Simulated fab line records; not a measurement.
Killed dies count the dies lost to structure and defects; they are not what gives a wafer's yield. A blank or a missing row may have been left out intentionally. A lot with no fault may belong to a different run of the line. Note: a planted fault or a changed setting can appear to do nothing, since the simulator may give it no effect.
Which tool did it? || flow n5 finfet || 9 lots, 25 wafers sampled, at 8 steps of a route of 1938

## WHAT THE GAUGES SHOWED, per wafer
N5_BEOL_M4_CD_MEAS_18: pitch 36 nm, target cd 18 nm.
{"lot": "L882", "measured": "day 7 10:52", "on": "cd sem-03", "cd nm (nm)": "18.3 17.8 17.6"}
{"lot": "L883", "measured": "day 7 19:11", "on": "cd sem-01", "cd nm (nm)": "17.2 17.6 17.7"}
{"lot": "L886", "measured": "day 8 13:24", "on": "cd sem-02", "cd nm (nm)": "17.3 18.0 17.6"}
{"lot": "L893", "measured": "day 11 01:43", "on": "cd sem-02", "cd nm (nm)": "18.7 17.8 18.6"}
{"lot": "L896", "measured": "day 11 07:34", "on": "cd sem-02", "cd nm (nm)": "17.9 17.8 17.7"}
{"lot": "L900", "measured": "day 12 14:31", "on": "cd sem-02", "cd nm (nm)": "16.8 17.0"}
{"lot": "L902", "measured": "day 13 02:13", "on": "cd sem-02", "cd nm (nm)": "17.0 17.8"}
{"lot": "L904", "measured": "day 13 10:11", "on": "cd sem-01", "cd nm (nm)": "18.5 18.9 18.8"}
{"lot": "L905", "measured": "day 13 17:21", "on": "cd sem-03", "cd nm (nm)": "18.0 18.1 18.3"}

N5_BEOL_M4_OCD_MEAS_38.
{"lot": "L882", "measured": "day 7 13:28", "on": "ocd-02", "trench depth nm (nm)": "56.7 54.9 54.1"}
{"lot": "L883", "measured": "day 7 21:33", "on": "ocd-01", "trench depth nm (nm)": "54.9 54.6 54.3"}
{"lot": "L886", "measured": "day 8 15:48", "on": "ocd-01", "trench depth nm (nm)": "54.9 58.5 57.6"}
{"lot": "L893", "measured": "day 11 07:49", "on": "ocd-02", "trench depth nm (nm)": "57.4 53.8 57.7"}
{"lot": "L896", "measured": "day 11 14:26", "on": "ocd-01", "trench depth nm (nm)": "54.9 56.4 55.7"}
{"lot": "L900", "measured": "day 12 16:12", "on": "ocd-02", "trench depth nm (nm)": "10.5 1.3"}
{"lot": "L902", "measured": "day 13 18:20", "on": "ocd-01", "trench depth nm (nm)": "4.0 54.5"}
{"lot": "L904", "measured": "day 13 18:42", "on": "ocd-01", "trench depth nm (nm)": "57.4 53.4 56.7"}
{"lot": "L905", "measured": "day 14 01:16", "on": "ocd-02", "trench depth nm (nm)": "55.9 57.9 55.7"}

N5_BEOL_M4_THK_MEAS_53: measures by xrf.
{"lot": "L882", "measured": "day 7 19:02", "on": "film metro-01", "M4_THK (nm)": "39.5 38.3 37.7"}
{"lot": "L883", "measured": "day 8 01:26", "on": "film metro-01", "M4_THK (nm)": "40.2 39.4 39.3"}
{"lot": "L886", "measured": "day 8 20:16", "on": "film metro-02", "M4_THK (nm)": "38.1 42.6 40.4"}
{"lot": "L893", "measured": "day 11 11:45", "on": "film metro-01", "M4_THK (nm)": "41.8 37.9 43.8"}
{"lot": "L896", "measured": "day 11 18:34", "on": "film metro-02", "M4_THK (nm)": "40.1 42.4 41.4"}
{"lot": "L900", "measured": "day 12 19:53", "on": "film metro-02", "M4_THK (nm)": "- -"}
{"lot": "L902", "measured": "day 13 22:01", "on": "film metro-02", "M4_THK (nm)": "- 38.0"}
{"lot": "L904", "measured": "day 13 23:39", "on": "film metro-02", "M4_THK (nm)": "40.6 36.6 42.6"}
{"lot": "L905", "measured": "day 14 04:49", "on": "film metro-01", "M4_THK (nm)": "42.2 41.8 41.4"}

N5_BEOL_M4_RC_MEAS_101.
{"lot": "L882", "measured": "day 7 19:21", "on": "prober-02", "DIBL_N (mV/V)": "34.1 37.8 39.7", "DIBL_P (mV/V)": "36 37 40", "IOFF_N (nA/um)": "0.12 0.18 0.23", "IOFF_P (nA/um)": "0.20 0.22 0.27", "ION_N (uA/um)": "659 678 679", "ION_P (uA/um)": "459 466 459", "SS_N (mV/dec)": "70.6 72.3 72.7", "SS_P (mV/dec)": "72.8 73.5 74.2", "VT_N (mV)": "254 251 248", "VT_P (mV)": "-249 -250 -245"}
{"lot": "L883", "measured": "day 8 02:04", "on": "prober-02", "DIBL_N (mV/V)": "37.3 37.3 37.4", "DIBL_P (mV/V)": "38 40 38", "IOFF_N (nA/um)": "0.18 0.19 0.18", "IOFF_P (nA/um)": "0.23 0.27 0.22", "ION_N (uA/um)": "677 675 676", "ION_P (uA/um)": "459 465 460", "SS_N (mV/dec)": "72.0 72.5 72.6", "SS_P (mV/dec)": "73.5 74.2 73.8", "VT_N (mV)": "250 248 255", "VT_P (mV)": "-250 -248 -252"}
{"lot": "L886", "measured": "day 8 20:35", "on": "prober-02", "DIBL_N (mV/V)": "37.5 41.0 37.7", "DIBL_P (mV/V)": "38 43 38", "IOFF_N (nA/um)": "0.19 0.31 0.18", "IOFF_P (nA/um)": "0.24 0.37 0.25", "ION_N (uA/um)": "679 711 683", "ION_P (uA/um)": "463 480 469", "SS_N (mV/dec)": "71.3 72.8 72.1", "SS_P (mV/dec)": "73.4 75.0 73.4", "VT_N (mV)": "249 238 248", "VT_P (mV)": "-248 -242 -247"}
{"lot": "L893", "measured": "day 11 12:04", "on": "prober-02", "DIBL_N (mV/V)": "39.0 36.6 42.2", "DIBL_P (mV/V)": "40 38 45", "IOFF_N (nA/um)": "0.23 0.17 0.37", "IOFF_P (nA/um)": "0.28 0.24 0.43", "ION_N (uA/um)": "694 672 714", "ION_P (uA/um)": "469 463 484", "SS_N (mV/dec)": "71.8 71.9 72.8", "SS_P (mV/dec)": "73.5 73.4 74.8", "VT_N (mV)": "244 249 238", "VT_P (mV)": "-247 -248 -242"}
{"lot": "L896", "measured": "day 11 19:13", "on": "prober-02", "DIBL_N (mV/V)": "35.8 36.5 38.3", "DIBL_P (mV/V)": "36 37 38", "IOFF_N (nA/um)": "0.13 0.14 0.19", "IOFF_P (nA/um)": "0.21 0.21 0.27", "ION_N (uA/um)": "659 658 682", "ION_P (uA/um)": "465 455 471", "SS_N (mV/dec)": "71.9 71.5 72.0", "SS_P (mV/dec)": "73.3 73.3 74.3", "VT_N (mV)": "256 252 248", "VT_P (mV)": "-249 -250 -248"}
{"lot": "L902", "measured": "day 13 22:40", "on": "prober-02", "DIBL_N (mV/V)": 40.5, "DIBL_P (mV/V)": 38, "IOFF_N (nA/um)": 0.23, "IOFF_P (nA/um)": 0.26, "ION_N (uA/um)": 684, "ION_P (uA/um)": 465, "SS_N (mV/dec)": 72.7, "SS_P (mV/dec)": 73.8, "VT_N (mV)": 246, "VT_P (mV)": -249}
{"lot": "L904", "measured": "day 14 00:07", "on": "prober-02", "DIBL_N (mV/V)": "37.5 34.7 37.5", "DIBL_P (mV/V)": "39 35 40", "IOFF_N (nA/um)": "0.18 0.13 0.19", "IOFF_P (nA/um)": "0.22 0.17 0.26", "ION_N (uA/um)": "679 673 677", "ION_P (uA/um)": "466 459 463", "SS_N (mV/dec)": "72.5 71.5 72.1", "SS_P (mV/dec)": "73.7 73.4 74.5", "VT_N (mV)": "251 254 248", "VT_P (mV)": "-252 -252 -249"}
{"lot": "L905", "measured": "day 14 05:08", "on": "prober-02", "DIBL_N (mV/V)": "36.5 36.5 36.0", "DIBL_P (mV/V)": "37 39 37", "IOFF_N (nA/um)": "0.18 0.19 0.15", "IOFF_P (nA/um)": "0.22 0.27 0.20", "ION_N (uA/um)": "681 690 677", "ION_P (uA/um)": "462 476 461", "SS_N (mV/dec)": "72.6 72.7 72.3", "SS_P (mV/dec)": "73.0 74.0 73.7", "VT_N (mV)": "250 247 253", "VT_P (mV)": "-249 -247 -253"}

## TOOL THAT RAN EACH LOT (tool first, then ch and the chambers of the sampled wafers, then the start)
{"lot": "L882", "N5_BEOL_M3_ANNEAL_91": "pvd sputter-01, day 7 04:19", "N5_BEOL_M3_ANNEAL_95": "pvd sputter-01, day 7 04:46", "N5_BEOL_M4_DESCUM_16": "rie diel-05 ch 1,2,3, day 7 10:22", "N5_BEOL_M4_ETCH_64": "rie diel-05 ch 1,2,3, day 7 10:26"}
{"lot": "L883", "N5_BEOL_M3_ANNEAL_91": "pvd sputter-03, day 7 12:22", "N5_BEOL_M3_ANNEAL_95": "pvd sputter-03, day 7 12:48", "N5_BEOL_M4_DESCUM_16": "rie diel-03 ch 0,2,3, day 7 18:30", "N5_BEOL_M4_ETCH_64": "rie diel-03 ch 0,2,3, day 7 18:35"}
{"lot": "L886", "N5_BEOL_M3_ANNEAL_91": "pvd sputter-01, day 8 09:27", "N5_BEOL_M3_ANNEAL_95": "pvd sputter-01, day 8 09:57", "N5_BEOL_M4_DESCUM_16": "rie diel-03 ch 1,3, day 8 12:58", "N5_BEOL_M4_ETCH_64": "rie diel-03 ch 1,3, day 8 13:03"}
{"lot": "L893", "N5_BEOL_M3_ANNEAL_91": "pvd sputter-02, day 10 22:23", "N5_BEOL_M3_ANNEAL_95": "pvd sputter-02, day 10 22:49", "N5_BEOL_M4_DESCUM_16": "rie diel-01 ch 1,2,3, day 11 01:17", "N5_BEOL_M4_ETCH_64": "rie diel-01 ch 1,2,3, day 11 01:22"}
{"lot": "L896", "N5_BEOL_M3_ANNEAL_91": "pvd sputter-03, day 11 02:15", "N5_BEOL_M3_ANNEAL_95": "pvd sputter-03, day 11 02:41", "N5_BEOL_M4_DESCUM_16": "rie diel-03 ch 1,3, day 11 06:45", "N5_BEOL_M4_ETCH_64": "rie diel-03 ch 1,3, day 11 06:50"}
{"lot": "L900", "N5_BEOL_M3_ANNEAL_91": "pvd sputter-02, day 12 11:15", "N5_BEOL_M3_ANNEAL_95": "pvd sputter-02, day 12 11:41", "N5_BEOL_M4_DESCUM_16": "rie diel-03 ch 1,2, day 12 14:05", "N5_BEOL_M4_ETCH_64": "rie diel-03 ch 1,2, day 12 14:10"}
{"lot": "L902", "N5_BEOL_M3_ANNEAL_91": "pvd sputter-02, day 12 22:33", "N5_BEOL_M3_ANNEAL_95": "pvd sputter-02, day 12 22:59", "N5_BEOL_M4_DESCUM_16": "rie diel-03 ch 0,1, day 13 01:38", "N5_BEOL_M4_ETCH_64": "rie diel-03 ch 0,1, day 13 01:43"}
{"lot": "L904", "N5_BEOL_M3_ANNEAL_91": "pvd sputter-01, day 13 04:50", "N5_BEOL_M3_ANNEAL_95": "pvd sputter-01, day 13 05:16", "N5_BEOL_M4_DESCUM_16": "rie diel-01 ch 1,2,3, day 13 09:29", "N5_BEOL_M4_ETCH_64": "rie diel-01 ch 1,2,3, day 13 09:34"}
{"lot": "L905", "N5_BEOL_M3_ANNEAL_91": "pvd sputter-02, day 13 13:34", "N5_BEOL_M3_ANNEAL_95": "pvd sputter-02, day 13 14:01", "N5_BEOL_M4_DESCUM_16": "rie diel-01 ch 1,3, day 13 16:55", "N5_BEOL_M4_ETCH_64": "rie diel-01 ch 1,3, day 13 16:59"}
- N5_BEOL_M3_ANNEAL_91: time 240 s.
- N5_BEOL_M3_ANNEAL_95: time 240 s.
- N5_BEOL_M4_DESCUM_16: chemistry O2, time 7 s.
- N5_BEOL_M4_ETCH_64: etches SOC in N2/H2, target depth 75 nm, overetch 22.5 nm, time 121.9 s.

## AS READ BY THE TOOLS THEMSELVES (means over the sampled wafers that have a number; for cases with no such wafer, the mark the record gives instead)
N5_BEOL_M3_ANNEAL_91.
{"lot": "L882", "tool": "pvd sputter-01", "heater power w (W)": 818}
{"lot": "L883", "tool": "pvd sputter-03", "heater power w (W)": 764}
{"lot": "L886", "tool": "pvd sputter-01", "heater power w (W)": 801}
{"lot": "L893", "tool": "pvd sputter-02", "heater power w (W)": 736}
{"lot": "L896", "tool": "pvd sputter-03", "heater power w (W)": 824}
{"lot": "L900", "tool": "pvd sputter-02", "heater power w (W)": 746}
{"lot": "L902", "tool": "pvd sputter-02", "heater power w (W)": 862}
{"lot": "L904", "tool": "pvd sputter-01", "heater power w (W)": 881}
{"lot": "L905", "tool": "pvd sputter-02", "heater power w (W)": 725}

N5_BEOL_M3_ANNEAL_95.
{"lot": "L882", "tool": "pvd sputter-01", "heater power w (W)": 820}
{"lot": "L883", "tool": "pvd sputter-03", "heater power w (W)": 777}
{"lot": "L886", "tool": "pvd sputter-01", "heater power w (W)": 807}
{"lot": "L893", "tool": "pvd sputter-02", "heater power w (W)": 723}
{"lot": "L896", "tool": "pvd sputter-03", "heater power w (W)": 819}
{"lot": "L900", "tool": "pvd sputter-02", "heater power w (W)": 764}
{"lot": "L902", "tool": "pvd sputter-02", "heater power w (W)": 852}
{"lot": "L904", "tool": "pvd sputter-01", "heater power w (W)": 865}
{"lot": "L905", "tool": "pvd sputter-02", "heater power w (W)": 727}

N5_BEOL_M4_DESCUM_16.
{"lot": "L882", "tool": "rie diel-05", "bias power w (W)": 20.07, "drypump motor current A (A)": 5.9, "oes product au (a.u.)": 0.80, "rf vpp V (V)": 242.1, "showerhead plenum p Torr (Torr)": 2.07, "throttle valve pct (%)": 20.45}
{"lot": "L883", "tool": "rie diel-03", "bias power w (W)": 19.98, "drypump motor current A (A)": 5.6, "oes product au (a.u.)": 0.81, "rf vpp V (V)": 243.7, "showerhead plenum p Torr (Torr)": 2.14, "throttle valve pct (%)": 20.46}
{"lot": "L886", "tool": "rie diel-03", "bias power w (W)": 19.99, "drypump motor current A (A)": 5.3, "oes product au (a.u.)": 0.86, "rf vpp V (V)": 244.7, "showerhead plenum p Torr (Torr)": 2.20, "throttle valve pct (%)": 20.31}
{"lot": "L893", "tool": "rie diel-01", "bias power w (W)": 20.03, "drypump motor current A (A)": 5.5, "oes product au (a.u.)": 0.78, "rf vpp V (V)": 244.2, "showerhead plenum p Torr (Torr)": 2.18, "throttle valve pct (%)": 20.63}
{"lot": "L896", "tool": "rie diel-03", "bias power w (W)": 19.98, "drypump motor current A (A)": 5.1, "oes product au (a.u.)": 0.86, "rf vpp V (V)": 244.7, "showerhead plenum p Torr (Torr)": 2.20, "throttle valve pct (%)": 20.25}
{"lot": "L900", "tool": "rie diel-03", "bias power w (W)": 20.02, "drypump motor current A (A)": 5.5, "oes product au (a.u.)": 0.86, "rf vpp V (V)": 244.5, "showerhead plenum p Torr (Torr)": 2.21, "throttle valve pct (%)": 20.22}
{"lot": "L902", "tool": "rie diel-03", "bias power w (W)": 19.97, "drypump motor current A (A)": 5.2, "oes product au (a.u.)": 0.79, "rf vpp V (V)": 245.4, "showerhead plenum p Torr (Torr)": 2.08, "throttle valve pct (%)": 20.55}
{"lot": "L904", "tool": "rie diel-01", "bias power w (W)": 19.99, "drypump motor current A (A)": 5.5, "oes product au (a.u.)": 0.86, "rf vpp V (V)": 244.1, "showerhead plenum p Torr (Torr)": 2.17, "throttle valve pct (%)": 20.49}
{"lot": "L905", "tool": "rie diel-01", "bias power w (W)": 19.97, "drypump motor current A (A)": 5.4, "oes product au (a.u.)": 0.79, "rf vpp V (V)": 243.1, "showerhead plenum p Torr (Torr)": 2.11, "throttle valve pct (%)": 20.36}

N5_BEOL_M4_ETCH_64.
{"lot": "L882", "tool": "rie diel-05", "drypump motor current A (A)": 5.9, "n2 flow sccm (sccm)": 199.6, "oes product au (a.u.)": 0.61, "rf vpp V (V)": 522.1, "showerhead plenum p Torr (Torr)": 2.46, "throttle valve pct (%)": 17.6}
{"lot": "L883", "tool": "rie diel-03", "drypump motor current A (A)": 5.6, "n2 flow sccm (sccm)": 200.5, "oes product au (a.u.)": 0.62, "rf vpp V (V)": 525.5, "showerhead plenum p Torr (Torr)": 2.59, "throttle valve pct (%)": 17.7}
{"lot": "L886", "tool": "rie diel-03", "drypump motor current A (A)": 5.3, "n2 flow sccm (sccm)": 200.3, "oes product au (a.u.)": 0.65, "rf vpp V (V)": 528.0, "showerhead plenum p Torr (Torr)": 2.68, "throttle valve pct (%)": 17.6}
{"lot": "L893", "tool": "rie diel-01", "drypump motor current A (A)": 5.5, "n2 flow sccm (sccm)": 200.0, "oes product au (a.u.)": 0.60, "rf vpp V (V)": 525.3, "showerhead plenum p Torr (Torr)": 2.62, "throttle valve pct (%)": 17.9}
{"lot": "L896", "tool": "rie diel-03", "drypump motor current A (A)": 5.1, "n2 flow sccm (sccm)": 200.3, "oes product au (a.u.)": 0.65, "rf vpp V (V)": 528.3, "showerhead plenum p Torr (Torr)": 2.69, "throttle valve pct (%)": 17.7}
{"lot": "L900", "tool": "rie diel-03", "drypump motor current A (A)": 5.5, "n2 flow sccm (sccm)": 200.5, "oes product au (a.u.)": 0.87, "rf vpp V (V)": 527.9, "showerhead plenum p Torr (Torr)": 2.69, "throttle valve pct (%)": 17.6}
{"lot": "L902", "tool": "rie diel-03", "drypump motor current A (A)": 5.2, "n2 flow sccm (sccm)": 201.3, "oes product au (a.u.)": 0.70, "rf vpp V (V)": 524.8, "showerhead plenum p Torr (Torr)": 2.56, "throttle valve pct (%)": 18.1}
{"lot": "L904", "tool": "rie diel-01", "drypump motor current A (A)": 5.5, "n2 flow sccm (sccm)": 199.8, "oes product au (a.u.)": 0.65, "rf vpp V (V)": 525.8, "showerhead plenum p Torr (Torr)": 2.61, "throttle valve pct (%)": 17.7}
{"lot": "L905", "tool": "rie diel-01", "drypump motor current A (A)": 5.4, "n2 flow sccm (sccm)": 199.7, "oes product au (a.u.)": 0.60, "rf vpp V (V)": 524.5, "showerhead plenum p Torr (Torr)": 2.56, "throttle valve pct (%)": 17.7}

## THE ANSWER, worked out from the rows above alone
Rule: usual is defined by the lots themselves. The widest of any qualifying gaps counts: lots, ordered by their means at a reading, are off when they make up no more than a third of the lots, leave a main group of 4 or more, and stand apart from it by 3 or more times the standard deviation of that group's means. If all means in a main group match to the digits the tables above print for the reading, that group is not used. Also off: a lot with no number at a reading for which 4 or more lots have one. All remaining lots with rows at the step are treated as sound. Order of review: gauges by route order, followed by the tools' own readings, for which a lot's mean as printed above is used. The first step at which some lot is off is used, and at that step the reading that is off furthest; a lot without a number counts as furthest.
Off: L900, L902, at N5_BEOL_M4_OCD_MEAS_38 (trench depth nm). Main group: mean 55.9 nm, sd 0.75.
A tool fits if, at a process step before that reading, it ran every lot that is off, and no sound lot after the first of them. Gauges at N5_BEOL_M4_OCD_MEAS_38: tried the same way as those tools. One fits: N5_BEOL_M4_DESCUM_16 and N5_BEOL_M4_ETCH_64 on rie diel-03. At N5_BEOL_M4_DESCUM_16 its last sound lot is L896 (day 11 06:45), its first lot that is off L900 (day 12 14:05): a fault that began between those two fits.

## WHAT THE SIMULATOR HAD PUT IN
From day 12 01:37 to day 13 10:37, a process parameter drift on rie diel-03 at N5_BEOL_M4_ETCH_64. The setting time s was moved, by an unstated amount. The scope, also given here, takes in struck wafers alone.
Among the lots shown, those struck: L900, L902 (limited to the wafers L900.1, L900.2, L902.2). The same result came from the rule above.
